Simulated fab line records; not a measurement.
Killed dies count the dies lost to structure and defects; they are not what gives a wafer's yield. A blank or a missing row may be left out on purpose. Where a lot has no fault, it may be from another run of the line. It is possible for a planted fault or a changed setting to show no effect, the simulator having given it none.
fab line records    flow nandHarc
record lots=24  wafers=72  lastDay=24
route steps=1159 shown A_STAIRCASE@566
lots that met no fault: from a run of the same line without faults
startH: hours from the record's first day to the start of the lot's first wafer shown    waitH: hours since the lot's step before    " unchanged from the row above    L1.1+2: a row that stands for several wafers    - value missing, or start not given    * or withheld: withheld    < > ~ a bound
route shown NAME@n: NAME is a module with steps in the file, n the number in the route of the first one    usual: mean/standard deviation taken from wafers without a fault    same: alike in all rows    chamber/n: place in a boat    sites: each site's reading    _std_site: standard deviation of those values    _edge_site: inner sites' mean taken away from outer sites' mean    radiusMm: for every site, how far away it sits from the centre of the wafer    mask NAME#n: copy n    behind: the tool/chamber that last shaped the wafer    hold: why the lot was held/for how many hours/how that ended    device: whichever transistor did not switch (one of n, p or np)    end of line: the route-end tests of the same wafers    a step with no rows: only its recipe    killed: at the first sort, the dies lost to defects and structure; wafer yield is something else    map: a wafer's dies, marking killed ones x, the rest . and places with no die _
set.NAME: the run value of the setting; set.NAME@STEP: its run value at that earlier step    model.NAME: the simulator's own value behind a step, which no gauge read
a sample of lots followed through the steps of the route, with each step as a table and each wafer as a row
services: from which hour (startH, from the record's first day; less than 0 if before it) a tool's chamber was out of use, for how many hours, and why
## steps
# step NHARC_A_STAIRCASE_STRIP_175
# recipe powerW=1500  tempC=250  chemistry=O2
# usual drypumpMotorCurrentA=6.0/0.41  heaterPowerW=317/9.5  tempC=249.98/0.18
lot.wafer  tool            chamber  startH  waitH  drypumpMotorCurrentA  heaterPowerW  rfHoursCounterH  tempC
L074.1     plasmaAsher-01  1        237.98  0.2    6.3                   324           45               249.96
L074.3     "               1        "       "      6.3                   324           -                250.04
L074.5     "               0        "       "      5.4                   316           -                250.29
L076.1     plasmaAsher-01  0        242.57  0.1    5.4                   310           47               250.28
L076.2     "               1        "       "      6.3                   329           47               249.98
L076.5     "               1        "       "      6.3                   327           -                249.90
L075.2     plasmaAsher-02  1        242.83  0.3    5.7                   306           16               250.21
L075.3     "               1        "       "      5.7                   303           -                250.25
L075.6     "               0        "       "      6.4                   322           -                250.19
L078.2     plasmaAsher-01  1        250.45  0.2    6.3                   319           50               250.08
L078.6     "               1        "       "      6.3                   329           -                249.94
L078.5     "               0        "       "      5.4                   316           -                249.78
L077.4     plasmaAsher-02  0        250.70  0.2    6.4                   319           -                250.21
L077.3     "               1        "       "      5.7                   307           -                249.73
L077.5     "               0        "       "      6.4                   323           -                250.06
L080.1     plasmaAsher-01  0        270.31  0.1    5.4                   304           56               250.33
L080.2     "               1        "       "      6.3                   319           56               249.81
L080.6     "               0        "       "      5.4                   307           -                250.08
L079.1     plasmaAsher-02  1        270.44  0.1    5.7                   309           26               250.06
L079.4     "               0        "       "      6.4                   314           -                250.17
L079.6     "               0        "       "      6.4                   321           -                249.86
L083.3     plasmaAsher-02  1        282.40  0.2    5.7                   308           -                249.84
L083.4     "               0        "       "      6.4                   316           -                249.76
L083.6     "               1        "       "      5.7                   306           -                249.72
L082.4     plasmaAsher-02  1        282.84  0.2    5.7                   304           -                249.66
L082.3     "               0        "       "      6.4                   321           -                250.02
L082.6     "               1        "       "      5.7                   308           -                249.64
L081.1     plasmaAsher-01  1        288.58  0.1    6.3                   311           1                249.86
L081.3     "               1        "       "      6.3                   324           -                250.09
L081.6     "               0        "       "      5.4                   329           -                250.32
L084.2     plasmaAsher-01  0        298.50  0.1    5.4                   337           4                249.93
L084.3     "               0        "       "      5.4                   325           -                250.02
L084.6     "               1        "       "      6.3                   321           -                249.82
L085.1     plasmaAsher-02  0        302.88  0.1    6.4                   325           38               249.90
L085.3     "               0        "       "      6.4                   327           -                249.98
L085.4     "               1        "       "      5.7                   301           -                250.04
L087.2     plasmaAsher-01  1        314.70  0.1    6.3                   320           8                250.16
L087.1     "               0        "       "      5.4                   329           8                250.15
L087.3     "               0        "       "      5.5                   328           -                250.11
L086.2     plasmaAsher-01  1        315.03  0.1    6.3                   320           9                249.82
L086.4     "               1        "       "      6.3                   318           -                249.95
L086.5     "               1        "       "      6.3                   316           -                249.87
L088.2     plasmaAsher-02  0        328.01  0.1    6.4                   314           45               249.93
L088.6     "               0        "       "      6.4                   321           -                250.06
L088.5     "               1        "       "      5.7                   305           -                249.84
L089.1     plasmaAsher-02  1        328.51  0.1    5.7                   303           46               249.71
L089.4     "               0        "       "      6.4                   320           -                249.93
L089.5     "               0        "       "      6.4                   316           -                250.17
L091.1     plasmaAsher-02  1        332.51  0.1    5.7                   308           46               250.14
L091.3     "               0        "       "      6.4                   320           -                249.96
L091.5     "               0        "       "      6.4                   324           -                250.00
L092.2     plasmaAsher-02  0        334.05  0.1    6.4                   331           47               250.08
L092.1     "               1        "       "      5.7                   307           47               250.21
L092.4     "               1        "       "      5.7                   297           -                249.80
L090.1     plasmaAsher-01  0        334.41  0.1    5.4                   327           15               250.17
L090.2     "               1        "       "      6.3                   322           15               250.15
L090.4     "               1        "       "      6.3                   314           -                250.04
L093.2     plasmaAsher-02  1        342.67  0.1    5.7                   297           50               249.80
L093.1     "               0        "       "      6.4                   327           50               250.36
L093.3     "               0        "       "      6.4                   322           -                249.98
L094.1     plasmaAsher-02  0        356.04  0.1    6.4                   322           55               250.10
L094.3     "               1        "       "      5.7                   293           -                249.84
L094.5     "               0        "       "      6.4                   323           -                249.79
L096.1     plasmaAsher-01  0        365.74  0.1    5.4                   328           29               249.80
L096.4     "               1        "       "      6.3                   319           -                249.99
L096.5     "               1        "       "      6.3                   315           -                250.04
L097.1     plasmaAsher-01  1        366.30  0.4    6.3                   320           29               249.86
L097.2     "               0        "       "      5.4                   332           29               250.08
L097.3     "               0        "       "      5.4                   326           -                250.15
L095.2     plasmaAsher-01  0        367.85  1.0    5.5                   329           31               249.94
L095.4     "               0        "       "      5.4                   326           -                249.85
L095.5     "               1        "       "      6.3                   318           -                249.72
# step NHARC_A_STAIRCASE_ETCH_192
# recipe targetDepthA=1000  timeS=40.5  ionEnergyEv=400  c4f8FlowSccm=20  o2FlowSccm=10  arFlowSccm=withheld  rfW=600  biasW=1000  chemistry=C4F8/O2
# usual oesProductAu=0.939/0.01  rfVppV=898/5.3
lot.wafer  tool        chamber  startH  waitH  oesProductAu  rfHoursCounterH  rfVppV
L074.1     rieDiel-06  2        -       -      0.939         65               896
L074.3     "           3        "       "      0.925         73               903
L074.5     "           2        "       "      0.924         -                895
L076.2     rieDiel-11  3        -       -      0.941         18               888
L076.1     "           1        "       "      0.924         18               898
L076.5     "           3        "       "      0.939         -                890
L075.2     rieDiel-11  2        -       -      0.936         19               907
L075.3     "           1        "       "      0.930         19               899
L075.6     "           2        "       "      0.934         -                905
L078.2     rieDiel-11  0        -       -      0.962         23               901
L078.5     "           1        "       "      0.951         -                898
L078.6     "           2        "       "      0.952         -                905
L077.3     rieDiel-06  1        -       -      0.956         1                904
L077.4     "           3        "       "      0.935         1                902
L077.5     "           1        "       "      0.957         -                903
L080.1     rieDiel-06  2        -       -      0.941         9                894
L080.2     "           3        "       "      0.946         8                902
L080.6     "           0        "       "      0.935         -                894
L079.1     rieDiel-01  3        -       -      0.938         49               894
L079.4     "           0        "       "      0.939         -                900
L079.6     "           3        "       "      0.944         -                895
L083.4     rieDiel-06  0        -       -      0.950         13               894
L083.3     "           1        "       "      0.951         12               901
L083.6     "           0        "       "      0.949         -                892
L082.4     rieDiel-11  2        -       -      0.962         34               904
L082.3     "           3        "       "      0.955         33               890
L082.6     "           2        "       "      0.966         -                905
L081.3     rieDiel-06  3        -       -      0.921         15               902
L081.1     "           1        "       "      0.943         14               903
L081.6     "           3        "       "      0.927         -                902
L084.3     rieDiel-06  3        -       -      0.939         18               901
L084.2     "           1        "       "      0.951         17               903
L084.6     "           3        "       "      0.942         -                902
L085.3     rieDiel-01  1        -       -      0.924         67               885
L085.1     "           0        "       "      0.936         65               900
L085.4     "           3        "       "      0.948         -                895
L087.2     rieDiel-11  2        -       -      0.935         46               906
L087.3     "           0        "       "      0.939         44               902
L087.1     "           1        "       "      0.920         44               898
L086.4     rieDiel-11  1        -       -      0.926         44               898
L086.2     "           3        "       "      0.926         45               889
L086.5     "           2        "       "      0.930         -                906
L089.4     rieDiel-06  1        -       -      0.944         37               901
L089.1     "           3        "       "      0.939         33               902
L089.5     "           2        "       "      0.952         -                895
L088.2     rieDiel-11  0        -       -      0.924         52               902
L088.6     "           0        "       "      0.927         -                901
L088.5     "           1        "       "      0.939         -                897
L091.3     rieDiel-06  1        -       -      0.959         39               901
L091.1     "           3        "       "      0.940         34               901
L091.5     "           1        "       "      0.955         -                903
L092.1     rieDiel-11  2        -       -      0.933         56               907
L092.4     "           3        "       "      0.916         55               888
L092.2     "           1        "       "      0.926         54               897
L090.4     rieDiel-11  3        -       -      0.932         56               889
L090.2     "           1        "       "      0.932         54               899
L090.1     "           2        "       "      0.945         56               905
L093.1     rieDiel-06  2        -       -      0.950         40               894
L093.3     "           3        "       "      0.954         39               902
L093.2     "           1        "       "      0.938         43               903
L094.1     rieDiel-01  0        -       -      0.938         9                900
L094.3     "           1        "       "      0.929         13               904
L094.5     "           3        "       "      0.934         -                895
L096.4     rieDiel-06  0        -       -      0.936         52               892
L096.1     "           2        "       "      0.944         49               893
L096.5     "           1        "       "      0.952         -                902
L097.1     rieDiel-06  0        -       -      0.930         52               893
L097.3     "           1        "       "      0.946         51               902
L097.2     "           3        "       "      0.934         48               901
L095.2     rieDiel-06  0        -       -      0.926         53               893
L095.4     "           1        "       "      0.947         52               902
L095.5     "           2        "       "      0.942         -                893
# step NHARC_A_STAIRCASE_ETCH_194
# recipe targetDepthA=1000  timeS=40.5  ionEnergyEv=400  c4f8FlowSccm=20  o2FlowSccm=10  arFlowSccm=withheld  rfW=600  biasW=1000  chemistry=C4F8/O2
# usual oesProductAu=0.939/0.0094  rfVppV=898/5.1
lot.wafer  tool        chamber  startH  waitH  oesProductAu  rfHoursCounterH  rfVppV
L074.1     rieDiel-06  0        -       -      0.931         72               893
L074.3     "           2        "       "      0.941         65               895
L074.5     "           1        "       "      0.940         -                903
L076.2     rieDiel-11  1        -       -      0.921         19               899
L076.1     "           2        "       "      0.925         18               906
L076.5     "           3        "       "      0.924         -                890
L075.3     rieDiel-11  1        -       -      0.928         19               898
L075.2     "           0        "       "      0.930         19               902
L075.6     "           2        "       "      0.950         -                905
L078.2     rieDiel-11  2        -       -      0.955         22               906
L078.5     "           0        "       "      0.961         -                902
L078.6     "           1        "       "      0.954         -                898
L077.3     rieDiel-06  0        -       -      0.932         1                894
L077.4     "           2        "       "      0.955         1                894
L077.5     "           0        "       "      0.930         -                893
L080.2     rieDiel-06  0        -       -      0.935         10               894
L080.1     "           3        "       "      0.931         8                901
L080.6     "           2        "       "      0.943         -                894
L079.1     rieDiel-01  0        -       -      0.939         52               899
L079.6     "           3        "       "      0.934         -                896
L079.4     "           0        "       "      0.935         -                902
L083.4     rieDiel-06  0        -       -      0.947         14               894
L083.3     "           1        "       "      0.958         12               902
L083.6     "           0        "       "      0.949         -                894
L082.4     rieDiel-11  1        -       -      0.921         34               898
L082.3     "           3        "       "      0.946         33               890
L082.6     "           1        "       "      0.930         -                899
L081.1     rieDiel-06  2        -       -      0.937         16               895
L081.3     "           3        "       "      0.937         15               902
L081.6     "           1        "       "      0.947         -                903
L084.2     rieDiel-06  2        -       -      0.952         19               893
L084.3     "           3        "       "      0.955         18               902
L084.6     "           2        "       "      0.958         -                893
L085.1     rieDiel-01  0        -       -      0.943         65               900
L085.3     "           1        "       "      0.927         67               886
L085.4     "           1        "       "      0.931         -                888
L087.3     rieDiel-11  0        -       -      0.930         44               902
L087.1     "           1        "       "      0.922         44               898
L087.2     "           3        "       "      0.931         45               887
L086.2     rieDiel-11  3        -       -      0.930         46               890
L086.4     "           1        "       "      0.933         44               898
L086.5     "           0        "       "      0.935         -                901
L089.1     rieDiel-06  3        -       -      0.938         33               901
L089.4     "           0        "       "      0.931         38               893
L089.5     "           1        "       "      0.941         -                903
L088.2     rieDiel-11  2        -       -      0.941         54               905
L088.6     "           1        "       "      0.920         -                898
L088.5     "           2        "       "      0.932         -                905
L091.3     rieDiel-06  1        -       -      0.956         39               903
L091.1     "           3        "       "      0.942         34               902
L091.5     "           2        "       "      0.944         -                894
L092.2     rieDiel-11  0        -       -      0.928         55               901
L092.1     "           2        "       "      0.940         56               906
L092.4     "           3        "       "      0.934         56               889
L090.1     rieDiel-11  3        -       -      0.942         56               890
L090.2     "           0        "       "      0.937         55               901
L090.4     "           2        "       "      0.940         56               905
L093.2     rieDiel-06  3        -       -      0.936         39               901
L093.3     "           1        "       "      0.942         43               903
L093.1     "           2        "       "      0.951         40               893
L094.3     rieDiel-01  1        -       -      0.927         13               907
L094.1     "           3        "       "      0.942         13               895
L094.5     "           2        "       "      0.942         -                890
L096.4     rieDiel-06  2        -       -      0.944         49               894
L096.1     "           3        "       "      0.931         47               900
L096.5     "           1        "       "      0.947         -                902
L097.1     rieDiel-06  2        -       -      0.961         50               894
L097.3     "           3        "       "      0.928         48               901
L097.2     "           0        "       "      0.941         52               894
L095.2     rieDiel-06  2        -       -      0.940         51               893
L095.4     "           3        "       "      0.949         49               900
L095.5     "           1        "       "      0.947         -                902
# step NHARC_A_STAIRCASE_TRIM_200
# recipe timeS=211.2  o2FlowSccm=500  arFlowSccm=0  biasW=0  chemistry=O2
# usual drypumpMotorCurrentA=5.7/0.4  o2FlowSccm=499.9/1.5  oesProductAu=0.999/0.0083  rfVppV=57.8/0.88  showerheadPlenumPTorr=3.58/0.15  throttleValvePct=17.035/0.009
lot.wafer  tool        chamber  startH  waitH  drypumpMotorCurrentA  o2FlowSccm  oesProductAu  rfHoursCounterH  rfVppV  showerheadPlenumPTorr  throttleValvePct
L074.3     rieDiel-11  1        -       -      6.4                   498.1       0.996         17               58.8    3.60                   17.036
L074.1     "           2        "       "      5.5                   499.2       0.978         17               57.8    3.80                   17.051
L074.5     "           2        "       "      5.5                   502.4       0.991         -                58.4    3.80                   17.035
L076.2     rieDiel-11  3        -       -      5.8                   501.2       1.001         19               56.5    3.36                   17.046
L076.1     "           0        "       "      5.5                   498.0       1.015         20               56.8    3.70                   17.043
L076.5     "           2        "       "      5.5                   499.8       0.987         -                58.7    3.80                   17.036
L075.2     rieDiel-01  1        -       -      6.0                   502.2       0.979         40               57.7    3.31                   17.031
L075.3     "           2        "       "      5.7                   499.8       1.005         40               57.6    3.40                   17.046
L075.6     "           1        "       "      6.0                   502.4       0.983         -                56.1    3.31                   17.029
L078.2     rieDiel-11  0        -       -      5.4                   501.7       1.000         23               59.9    3.70                   17.042
L078.6     "           2        "       "      5.5                   497.4       1.004         -                58.4    3.80                   17.040
L078.5     "           3        "       "      5.8                   498.2       0.996         -                56.5    3.36                   17.042
L077.3     rieDiel-06  3        -       -      5.4                   496.0       0.995         1                58.1    3.70                   17.032
L077.4     "           0        "       "      6.3                   498.6       1.002         1                58.8    3.47                   17.048
L077.5     "           2        "       "      5.2                   497.6       1.006         -                57.9    3.49                   17.032
L080.2     rieDiel-11  3        -       -      5.8                   499.0       0.992         29               58.1    3.35                   17.043
L080.1     "           0        "       "      5.5                   502.6       0.986         30               57.8    3.69                   17.029
L080.6     "           2        "       "      5.5                   503.9       1.009         -                58.0    3.79                   17.042
L079.1     rieDiel-11  3        -       -      5.7                   496.0       0.991         30               57.2    3.35                   17.020
L079.4     "           0        "       "      5.5                   499.6       0.993         30               58.7    3.69                   17.021
L079.6     "           0        "       "      5.5                   501.7       1.000         -                57.8    3.69                   17.039
L083.3     rieDiel-06  1        -       -      5.5                   500.3       1.002         12               57.1    3.72                   17.045
L083.4     "           3        "       "      5.4                   501.3       0.996         12               57.5    3.69                   17.042
L083.6     "           1        "       "      5.5                   498.8       0.998         -                56.7    3.72                   17.028
L082.3     rieDiel-01  0        -       -      6.4                   497.2       1.004         58               58.9    3.65                   17.029
L082.4     "           1        "       "      6.0                   501.4       0.991         -                57.6    3.30                   17.026
L082.6     "           0        "       "      6.4                   496.9       1.011         -                56.9    3.65                   17.044
L081.3     rieDiel-11  0        -       -      5.5                   498.6       0.997         36               57.9    3.69                   17.042
L081.1     "           1        "       "      6.4                   499.7       0.991         37               58.9    3.59                   17.037
L081.6     "           0        "       "      5.5                   498.0       1.001         -                59.6    3.69                   17.014
L084.3     rieDiel-06  0        -       -      6.3                   496.7       1.012         25               55.4    3.45                   17.027
L084.2     "           2        "       "      5.3                   498.3       1.009         23               59.0    3.48                   17.018
L084.6     "           0        "       "      6.3                   498.1       1.011         -                57.7    3.45                   17.038
L085.3     rieDiel-11  3        -       -      5.7                   501.6       0.993         41               57.0    3.35                   17.043
L085.1     "           1        "       "      6.4                   500.0       0.988         40               57.3    3.59                   17.032
L085.4     "           2        "       "      5.5                   501.1       1.004         41               57.8    3.78                   17.011
L087.3     rieDiel-06  3        -       -      5.3                   500.0       0.992         28               59.9    3.68                   17.031
L087.2     "           0        "       "      6.3                   501.1       0.989         32               58.0    3.45                   17.044
L087.1     "           1        "       "      5.4                   500.6       0.996         31               58.4    3.71                   17.037
L086.4     rieDiel-06  1        -       -      5.4                   500.2       1.005         32               57.5    3.71                   17.028
L086.2     "           2        "       "      5.3                   501.3       1.002         30               57.7    3.48                   17.026
L086.5     "           0        "       "      6.3                   501.2       1.013         -                56.2    3.45                   17.013
L089.1     rieDiel-01  2        -       -      5.7                   501.4       1.007         2                58.4    3.40                   17.049
L089.4     "           2        "       "      5.7                   502.0       1.001         -                57.0    3.40                   17.037
L089.5     "           1        "       "      5.9                   503.3       1.007         -                58.2    3.81                   17.045
L088.2     rieDiel-06  3        -       -      5.4                   500.3       0.982         34               58.2    3.68                   17.036
L088.6     "           1        "       "      5.4                   498.0       1.002         -                58.0    3.70                   17.019
L088.5     "           2        "       "      5.3                   499.1       1.001         -                58.4    3.47                   17.035
L091.1     rieDiel-06  1        -       -      5.4                   499.7       1.014         39               57.1    3.70                   17.040
L091.3     "           2        "       "      5.2                   500.3       1.004         36               58.7    3.47                   17.036
L091.5     "           3        "       "      5.4                   499.2       1.000         -                59.2    3.68                   17.032
L092.4     rieDiel-06  0        -       -      6.3                   499.4       0.993         41               57.9    3.45                   17.037
L092.2     "           1        "       "      5.5                   502.1       1.005         40               58.8    3.70                   17.045
L092.1     "           2        "       "      5.3                   500.4       0.998         37               56.8    3.47                   17.034
L090.1     rieDiel-11  0        -       -      5.5                   498.5       1.003         55               55.9    3.68                   17.033
L090.4     "           1        "       "      6.4                   502.7       0.996         54               57.0    3.58                   17.038
L090.2     "           2        "       "      5.5                   503.9       1.001         57               58.5    3.78                   17.031
L093.3     rieDiel-06  0        -       -      6.3                   502.1       0.999         45               57.6    3.44                   17.019
L093.1     "           1        "       "      5.5                   500.7       0.995         44               58.1    3.70                   17.049
L093.2     "           3        "       "      5.4                   500.1       0.997         39               57.3    3.68                   17.037
L094.1     rieDiel-01  2        -       -      5.7                   500.3       1.011         13               56.8    3.39                   17.040
L094.3     "           3        "       "      5.8                   500.2       0.989         13               57.2    3.48                   17.028
L094.5     "           1        "       "      5.9                   499.1       1.003         -                58.3    3.80                   17.025
L096.4     rieDiel-01  0        -       -      6.4                   501.7       1.016         12               56.4    3.64                   17.030
L096.1     "           2        "       "      5.7                   499.0       1.014         18               57.5    3.39                   17.048
L096.5     "           0        "       "      6.4                   499.7       1.009         -                58.0    3.64                   17.028
L097.2     rieDiel-06  0        -       -      6.3                   499.9       0.994         53               58.3    3.44                   17.012
L097.3     "           1        "       "      5.5                   500.1       0.995         52               58.8    3.70                   17.034
L097.1     "           2        "       "      5.3                   498.9       0.993         50               57.4    3.47                   17.029
L095.2     rieDiel-06  2        -       -      5.2                   500.7       0.996         51               58.1    3.47                   17.031
L095.4     "           3        "       "      5.4                   499.4       0.997         49               57.2    3.67                   17.051
L095.5     "           1        "       "      5.5                   498.9       0.998         -                58.0    3.70                   17.049
# step NHARC_A_STAIRCASE_ETCH_221
# recipe targetDepthA=1000  timeS=40.5  ionEnergyEv=400  c4f8FlowSccm=20  o2FlowSccm=10  arFlowSccm=withheld  rfW=600  biasW=1000  chemistry=C4F8/O2
# usual oesProductAu=0.936/0.011  rfVppV=898/5.3
lot.wafer  tool        chamber  startH  waitH  oesProductAu  rfHoursCounterH  rfVppV
L074.1     rieDiel-01  2        -       -      0.948         38               893
L074.3     "           3        "       "      0.924         39               894
L074.5     "           1        "       "      0.925         -                888
L076.2     rieDiel-11  0        -       -      0.931         21               902
L076.1     "           1        "       "      0.922         21               900
L076.5     "           3        "       "      0.928         -                889
L075.3     rieDiel-11  2        -       -      0.923         21               906
L075.2     "           3        "       "      0.921         21               889
L075.6     "           2        "       "      0.925         -                906
L078.2     rieDiel-06  2        -       -      0.932         2                895
L078.5     "           1        "       "      0.944         -                902
L078.6     "           2        "       "      0.948         -                895
L077.3     rieDiel-06  1        -       -      0.926         2                904
L077.4     "           2        "       "      0.929         2                892
L077.5     "           0        "       "      0.938         -                892
L080.1     rieDiel-11  2        -       -      0.948         30               904
L080.2     "           0        "       "      0.967         30               902
L080.6     "           3        "       "      0.948         -                891
L079.1     rieDiel-11  2        -       -      0.935         31               906
L079.4     "           1        "       "      0.932         31               899
L079.6     "           2        "       "      0.925         -                906
L083.4     rieDiel-06  1        -       -      0.931         13               903
L083.3     "           3        "       "      0.947         13               900
L083.6     "           2        "       "      0.942         -                894
L082.4     rieDiel-11  2        -       -      0.956         36               905
L082.3     "           3        "       "      0.950         34               890
L082.6     "           1        "       "      0.967         -                897
L081.1     rieDiel-06  0        -       -      0.948         17               893
L081.3     "           1        "       "      0.937         15               904
L081.6     "           1        "       "      0.933         -                903
L084.2     rieDiel-06  3        -       -      0.937         23               902
L084.3     "           0        "       "      0.942         27               893
L084.6     "           3        "       "      0.931         -                903
L085.1     rieDiel-06  3        -       -      0.926         23               900
L085.4     "           0        "       "      0.926         27               892
L085.3     "           1        "       "      0.924         26               902
L087.1     rieDiel-06  3        -       -      0.948         28               902
L087.3     "           0        "       "      0.944         33               894
L087.2     "           2        "       "      0.942         30               894
L086.2     rieDiel-06  0        -       -      0.925         33               893
L086.4     "           1        "       "      0.936         32               902
L086.5     "           1        "       "      0.931         -                904
L089.1     rieDiel-11  1        -       -      0.928         53               897
L089.4     "           2        "       "      0.940         55               905
L089.5     "           0        "       "      0.937         -                901
L088.2     rieDiel-01  1        -       -      0.925         4                906
L088.6     "           0        "       "      0.944         -                901
L088.5     "           1        "       "      0.929         -                906
L091.1     rieDiel-06  3        -       -      0.940         35               902
L091.3     "           2        "       "      0.948         37               894
L091.5     "           0        "       "      0.946         -                892
L092.1     rieDiel-06  2        -       -      0.937         38               893
L092.2     "           0        "       "      0.925         42               894
L092.4     "           1        "       "      0.928         41               902
L090.1     rieDiel-01  0        -       -      0.941         3                900
L090.4     "           1        "       "      0.936         7                908
L090.2     "           2        "       "      0.939         7                891
L093.2     rieDiel-06  1        -       -      0.927         44               903
L093.1     "           2        "       "      0.921         41               893
L093.3     "           3        "       "      0.914         39               900
L094.3     rieDiel-06  1        -       -      0.946         49               903
L094.1     "           2        "       "      0.950         46               896
L094.5     "           1        "       "      0.948         -                902
L096.1     rieDiel-01  2        -       -      0.940         19               890
L096.4     "           0        "       "      0.935         13               900
L096.5     "           3        "       "      0.937         -                894
L097.1     rieDiel-06  1        -       -      0.937         53               901
L097.3     "           2        "       "      0.935         51               895
L097.2     "           3        "       "      0.938         49               901
L095.4     rieDiel-01  0        -       -      0.920         13               898
L095.2     "           2        "       "      0.946         19               890
L095.5     "           1        "       "      0.917         -                906
# step NHARC_A_STAIRCASE_ETCH_234
# recipe targetDepthA=1000  timeS=40.5  ionEnergyEv=400  c4f8FlowSccm=20  o2FlowSccm=10  arFlowSccm=withheld  rfW=600  biasW=1000  chemistry=C4F8/O2
# usual oesProductAu=0.941/0.0093  rfVppV=897/5.5
lot.wafer  tool        chamber  startH  waitH  oesProductAu  rfHoursCounterH  rfVppV
L074.3     rieDiel-01  0        -       -      0.947         38               902
L074.1     "           1        "       "      0.939         40               887
L074.5     "           2        "       "      0.941         -                892
L076.2     rieDiel-01  1        -       -      0.937         43               887
L076.1     "           0        "       "      0.940         41               900
L076.5     "           0        "       "      0.930         -                901
L075.2     rieDiel-06  3        -       -      0.937         0                902
L075.3     "           0        "       "      0.936         0                894
L075.6     "           2        "       "      0.942         -                894
L078.2     rieDiel-06  3        -       -      0.938         4                902
L078.5     "           2        "       "      0.946         -                894
L078.6     "           3        "       "      0.944         -                901
L077.3     rieDiel-01  0        -       -      0.929         46               899
L077.5     "           1        "       "      0.921         -                890
L077.4     "           3        "       "      0.932         -                895
L080.1     rieDiel-11  3        -       -      0.944         31               890
L080.2     "           2        "       "      0.931         31               906
L080.6     "           0        "       "      0.945         -                902
L079.1     rieDiel-01  0        -       -      0.947         55               900
L079.4     "           3        "       "      0.943         -                895
L079.6     "           1        "       "      0.943         -                887
L083.4     rieDiel-06  2        -       -      0.938         15               895
L083.3     "           3        "       "      0.931         14               904
L083.6     "           3        "       "      0.930         -                903
L082.4     rieDiel-11  2        -       -      0.950         36               905
L082.3     "           1        "       "      0.943         37               900
L082.6     "           3        "       "      0.941         -                890
L081.3     rieDiel-11  3        -       -      0.956         36               890
L081.1     "           2        "       "      0.962         38               905
L081.6     "           3        "       "      0.955         -                889
L084.2     rieDiel-06  2        -       -      0.951         26               895
L084.3     "           3        "       "      0.955         24               900
L084.6     "           0        "       "      0.952         -                893
L085.3     rieDiel-01  2        -       -      0.948         42               891
L085.1     "           3        "       "      0.939         65               894
L085.4     "           2        "       "      0.945         -                893
L087.3     rieDiel-06  3        -       -      0.935         29               903
L087.2     "           0        "       "      0.930         34               894
L087.1     "           2        "       "      0.946         31               894
L086.4     rieDiel-11  0        -       -      0.936         47               903
L086.2     "           3        "       "      0.937         48               887
L086.5     "           0        "       "      0.943         -                902
L089.1     rieDiel-11  0        -       -      0.934         54               901
L089.4     "           2        "       "      0.932         56               905
L089.5     "           1        "       "      0.920         -                898
L088.2     rieDiel-01  2        -       -      0.944         5                892
L088.6     "           2        "       "      0.932         -                890
L088.5     "           3        "       "      0.939         -                895
L091.3     rieDiel-06  1        -       -      0.944         41               901
L091.1     "           2        "       "      0.942         38               895
L091.5     "           1        "       "      0.949         -                903
L092.2     rieDiel-06  1        -       -      0.940         42               903
L092.4     "           3        "       "      0.949         37               901
L092.1     "           0        "       "      0.945         43               893
L090.1     rieDiel-11  1        -       -      0.933         56               898
L090.2     "           2        "       "      0.935         58               905
L090.4     "           3        "       "      0.938         57               890
L093.1     rieDiel-01  0        -       -      0.960         6                900
L093.2     "           1        "       "      0.970         10               905
L093.3     "           3        "       "      0.939         10               894
L094.1     rieDiel-06  2        -       -      0.934         47               894
L094.3     "           0        "       "      0.949         50               893
L094.5     "           2        "       "      0.942         -                895
L096.1     rieDiel-06  0        -       -      0.931         55               891
L096.4     "           2        "       "      0.943         52               893
L096.5     "           0        "       "      0.930         -                891
L097.1     rieDiel-06  1        -       -      0.942         55               902
L097.3     "           2        "       "      0.930         53               894
L097.2     "           0        "       "      0.928         55               892
L095.4     rieDiel-01  2        -       -      0.951         20               892
L095.2     "           3        "       "      0.950         19               897
L095.5     "           2        "       "      0.947         -                889
## services
tool            chamber  startH  hours  kind
rieDiel-06      0        221.72  -      clean
rieDiel-06      1        221.72  -      clean
rieDiel-06      2        221.72  -      clean
rieDiel-06      3        221.72  -      clean
rieDiel-01      3        229.49  2.7    repair
rieDiel-06      0        233.51  3.0    repair
rieDiel-06      -        241.20  9.0    pm
rieDiel-06      0        241.20  9.0    ventCycle
rieDiel-06      1        241.20  9.0    ventCycle
rieDiel-06      2        241.20  9.0    ventCycle
rieDiel-06      3        241.20  9.0    ventCycle
rieDiel-01      3        246.64  8.8    repair
rieDiel-06      0        250.20  -      clean
rieDiel-06      1        250.20  -      clean
rieDiel-06      2        250.20  -      clean
rieDiel-06      3        250.20  -      clean
rieDiel-06      1        271.27  7.5    repair
plasmaAsher-01  -        276.04  9.0    pm
rieDiel-11      1        295.55  5.4    repair
rieDiel-01      0        310.45  24.0   repair
rieDiel-01      -        314.83  9.0    pm
plasmaAsher-02  -        349.83  0.3    repair
plasmaAsher-02  -        360.63  9.0    pm
rieDiel-11      -        366.50  9.0    pm
## key
fault none
